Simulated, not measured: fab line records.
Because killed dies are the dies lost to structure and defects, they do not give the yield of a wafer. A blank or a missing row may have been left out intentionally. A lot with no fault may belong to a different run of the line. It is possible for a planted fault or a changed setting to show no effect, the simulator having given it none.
A lot that was struck, set against a sound lot :: flow n5Finfet :: 41 steps out of a route of 1938
Sound: these wafers, L351.3, L351.4, L351.6. Wafers struck: L345.2, L345.5, L345.6. The cause comes at the end.
Order at every step that has rows: each side's tool, ch and its chambers, its first start. Under that, the readings that differ: sound wafers :: struck wafers :: difference of the means :: sigmas: that difference in standard deviations of wafers without a fault.
alike: readings whose means differ by less than 2 such deviations, and words and numbers that are the same on both sides. not compared: withheld readings, readings that some wafer has no value for, bounds like >300 that may hide the same value, and numbers for which the record gives no deviation and whose values overlap.
A row with sigmas, a row that says differs or no value, or rows on one side alone: a step with any of these is where the two part. Non-overlapping numbers with no deviation appear without sigmas and do not part them. A reading that every wafer of one side lacks parts them only if that side has two wafers or more.

first, 9 steps without rows for these wafers: N5_FIN_SAQP_COAT_49 (time 60 s, resist thk 100 nm); N5_FIN_SAQP_COAT_50 (time 60 s, resist thk 35 nm); N5_FIN_SAQP_COAT_10 (resist thk 90 nm); N5_FIN_SAQP_EBR_12; N5_FIN_SAQP_SOFTBAKE_11 (time 60 s); N5_FIN_SAQP_EXPOSE_13 (exposes mask FIN CORE, target cd 35.6 nm); N5_FIN_SAQP_PEB_14 (peb time 60 s); N5_FIN_SAQP_DEVELOP_15 (develop time 30 s); N5_FIN_SAQP_DESCUM_21 (chemistry O2, time 7.9 s).
N5_FIN_SAQP_ETCH_51: etches SiARC in CF4, target depth 45.5 nm, time 75.8 s.
  sound on rieDiel-05 ch 1,2, day 7 10:28; struck on rieDiel-03 ch 1,2, day 5 22:37
  alike: drypumpMotorCurrentA, etchRfOnTimeS, oesProductAu, rfVppV, showerheadPlenumPTorr, throttleValvePct
  not compared: rfHoursCounterH
then, 27 steps without rows for these wafers: N5_FIN_SAQP_ETCH_52 (etches SOC in N2/H2, target depth 100 nm, overetch 20 nm, time 150 s); N5_FIN_SAQP_STRIP_53 (strips in N2/H2); N5_FIN_SAQP_HM_OPEN_73 (chemistry CHF3/O2, target SiO2, stops on a-Si, target depth 12 nm, time 16.8 s); N5_FIN_SAQP_STRIP_74 (strips in CHF3/O2); N5_FIN_SAQP_MANDREL_ETCH_22 (etches a-Si in HBr/Cl2, stops on SiNx, target depth 60 nm, bt time 10 s, time 30 s); N5_FIN_SAQP_STRIP_55 (strips in N2/H2); N5_FIN_SAQP_STRIP_23 (strips in SPM, time 750 s); N5_FIN_SAQP_SRD_66 (time 30 s); N5_FIN_SAQP_RECESS_75 (chemistry HF/NH3, target SiO2, target depth 14.4 nm, afs cycles 3, sublimation time 60 s); N5_FIN_SAQP_SPACER1_ALD_24 (deposits SiO2, target thk 20.3 nm, pulse time 1 s, purge time 2 s); N5_FIN_SAQP_SPACER1_ETCHBACK_25 (etches SiO2 in CHF3/O2, target depth 24.4 nm, time 12.2 s); N5_FIN_SAQP_MANDREL1_REMOVE_56 (chemistry HBr/Cl2/O2, target a-Si, stops on SiNx, bt time 10 s); N5_FIN_SAQP_ETCH_57 (etches SiNx in CH3F/O2, target depth 32.5 nm, time 46.4 s); N5_FIN_SAQP_ETCH_65 (etches SiO2 in CF4, target depth 4 nm, time 4.4 s); N5_FIN_SAQP_MANDREL_ETCH_58 (etches a-Si in HBr/Cl2, stops on SiNx, target depth 45 nm, bt time 10 s, time 27 s); N5_FIN_SAQP_RECESS_63 (chemistry HF/NH3, target SiO2, target depth 18 nm, afs cycles 3, sublimation time 60 s); N5_FIN_SAQP_COAT_68 (time 60 s, resist thk 100 nm); N5_FIN_SAQP_ETCH_69 (etches SOC in N2/H2, stops on SiNx, target depth 150 nm); N5_FIN_SAQP_ETCH_67 (etches SiNx in CH3F/O2, target depth 30 nm); N5_FIN_SAQP_STRIP_70 (strips in N2/H2); N5_FIN_SAQP_RECESS_71 (chemistry HF/NH3, target SiO2, target depth 3 nm, afs cycles 1, sublimation time 60 s); N5_FIN_SAQP_SPACER2_ALD_28 (deposits SiO2, target thk 8.1 nm, pulse time 1 s, purge time 2 s); N5_FIN_SAQP_SPACER2_ETCHBACK_29 (etches SiO2 in CHF3/O2, target depth 12.2 nm, time 6.1 s); N5_FIN_SAQP_MANDREL2_REMOVE_60 (chemistry HBr/Cl2/O2, target a-Si, stops on SiNx, bt time 10 s); N5_FIN_SAQP_HM_OPEN_33 (chemistry CH3F/O2, target SiNx, target depth 49.4 nm, time 70.6 s); N5_FIN_SAQP_ETCH_34 (etches SiO2 in C4F6/O2, target depth 45 nm, time 15 s); N5_FIN_SAQP_STRIP_77 (strips in N2/H2, time 90 s).
N5_FIN_SAQP_INSPECT_40: inspects for defects (brightfield).
  sound: defectInspect-01 at day 7 14:49; struck: defectInspect-02 at day 6 02:49
reading: rawDefectCount
sound: 193 192 205
struck: 1697 1833 1828
difference: +1589
sigmas: +27
N5_FIN_CUT_INSPECT_10: inspects for defects (brightfield).
  sound: defectInspect-01 at day 7 15:20; struck: defectInspect-02 at day 6 03:13
reading: rawDefectCount
sound: 42 52 45
struck: 1495 1527 1559
difference: +1481
sigmas: +99 or more
-- here the record skips 6 days between the struck wafers' starts before and after, leaving off in module FIN_CUT and picking up in module BEOL_M4 (first step shown: number 1111 of the route) --
N5_BEOL_M4_RC_MEAS_101:
  sound on prober-02 ch 0, day 13 19:11; struck on prober-01 ch 0, day 11 22:40
  alike: DIBL_N, DIBL_P, IOFF_N, IOFF_P, ION_N, ION_P, SS_N, SS_P, VT_N, VT_P
-- a jump in the record: the struck wafers' starts before and after are 5 days apart (it breaks off in module BEOL_M4 and resumes in module PASSIVATION, where the first step shown is number 1936 of the route) --
N5_PASSIVATION_PROBE_49:
  sound: prober-01 at day 17 21:34; struck: prober-02 at day 16 16:20
reading: defectLimitedYield (%)
sound: 89.5 92.2 87.7
struck: 83.6 87.4 83.5
difference: -5.0
sigmas: -3

reading: killedAtFrontEnd
sound: 43 34 35
struck: 126 73 116
difference: +68
sigmas: +6

reading: killedDies
sound: 124 92 145
struck: 193 149 195
difference: +59
sigmas: +3

reading: killedOnRim
sound: 16 9 18
struck: 28 34 40
difference: +20
sigmas: +5

reading: sortNPass
sound: 1056 1088 1035
struck: 987 1031 985
difference: -59
sigmas: -3

reading: sortYieldPct (%)
sound: 89.5 92.2 87.7
struck: 83.6 87.4 83.5
difference: -5.0
sigmas: -3
  alike: killed_at_M0_to_M3, killed_at_M4_up, killedAtContacts, killedAtOther, killedOpen, killedShort, sort_bin_5_function, sort_bin_6_memory

WHERE THEY PART
Last at N5_PASSIVATION_PROBE_49 as far as this record goes, first at N5_FIN_SAQP_INSPECT_40.

WHY: the cause the simulator had injected
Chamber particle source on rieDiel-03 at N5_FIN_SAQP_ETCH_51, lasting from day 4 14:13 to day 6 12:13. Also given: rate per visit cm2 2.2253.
